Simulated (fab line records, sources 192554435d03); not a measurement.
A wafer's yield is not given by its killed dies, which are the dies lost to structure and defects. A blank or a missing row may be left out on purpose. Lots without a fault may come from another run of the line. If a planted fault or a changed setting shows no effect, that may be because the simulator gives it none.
Problem report in the 8D (eight disciplines) form, filled by code    flow n5Finfet    the parts of the form that need people (team, actions taken, sign-off) are left out

1. THE ISSUE
At N5_BEOL_M15_COAT_04, spinSpeedRpm averages 1837.9 rpm over 6 wafers from 2 lots, while fault-free wafers read 1703.9 rpm, standard deviation 1. So: +99 or more standard deviations from the usual mean.
The step: resist thk 800 nm.
The first sign was on wafer L649.1 at day 14 05:31, on lithoTrack-04. The record has a number at this step for 18 wafers belonging to 6 lots. The rule behind "out" and "out of limits": a value lying over 4 standard deviations away from the usual mean. The other wafers with a number count as sound.

2. WHAT IT IS, AND WHAT IT ISN'T
question                     is                      is not
which readings at this step  spinSpeedRpm            resistLineTempC
which lots                   L649, L651              L638, L650, L657, L661
which wafers of those lots   all that have a number  -
read on which tools          lithoTrack-04           lithoTrack-01
when                         from day 14 05:31       up to then (6 sound wafers); but 6 sound wafers of L657, L661 came after

3. THE SUSPECTS, EACH WITH WHAT RULES IT OUT
Counting: any tool at a process step up to the reading is kept as a suspect provided that every lot that is out went through it and no sound lot did after the first of them.
- lithoTrack-04 at N5_BEOL_M15_COAT_04 (resist thk 800 nm): kept. It ran every lot that is out, first L649 (day 14 05:31), and no sound lot after that; its last sound lot up to then is L650 (day 14 04:59). On those wafers its own readings are out: spinSpeedRpm.
Remaining after the count: lithoTrack-04 at N5_BEOL_M15_COAT_04.

4. THE CAUSE (what the simulator had put in)
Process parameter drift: lithoTrack-04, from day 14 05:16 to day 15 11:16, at N5_BEOL_M15_COAT_04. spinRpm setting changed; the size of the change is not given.
The count eliminated every tool but this one.

5. THE CHAIN OF EFFECTS, in route order
Each row: a reading where the mean over the struck wafers with a number is more than 3 standard deviations away from the usual. Only readings for which the record gives a usual standard deviation are gone through. hours: the time from each lot's start at the first step in this table that gives one to its start at this step, as a median over the lots. sigmas: the change in usual standard deviations.
hours  step                 reading       usual       on struck wafers  change  sigmas
0      N5_BEOL_M15_COAT_04  spinSpeedRpm  1703.9 rpm  1837.9            +134.0  +99 or more
The process steps in it:
- N5_BEOL_M15_COAT_04: resist thk 800 nm.
At these later measuring or inspecting steps, every struck wafer for which the step has a row has a number for every such reading, and none has moved that far: N5_BEOL_M15_CD_MEAS_10, N5_BEOL_M15_OVL_MEAS_11, N5_BEOL_M15_INSPECT_12.

6. HOW IT WOULD HAVE BEEN CAUGHT EARLIER
The fault began at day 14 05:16; the first out-of-limits reading in this record came at day 14 05:31, 0 hours later.
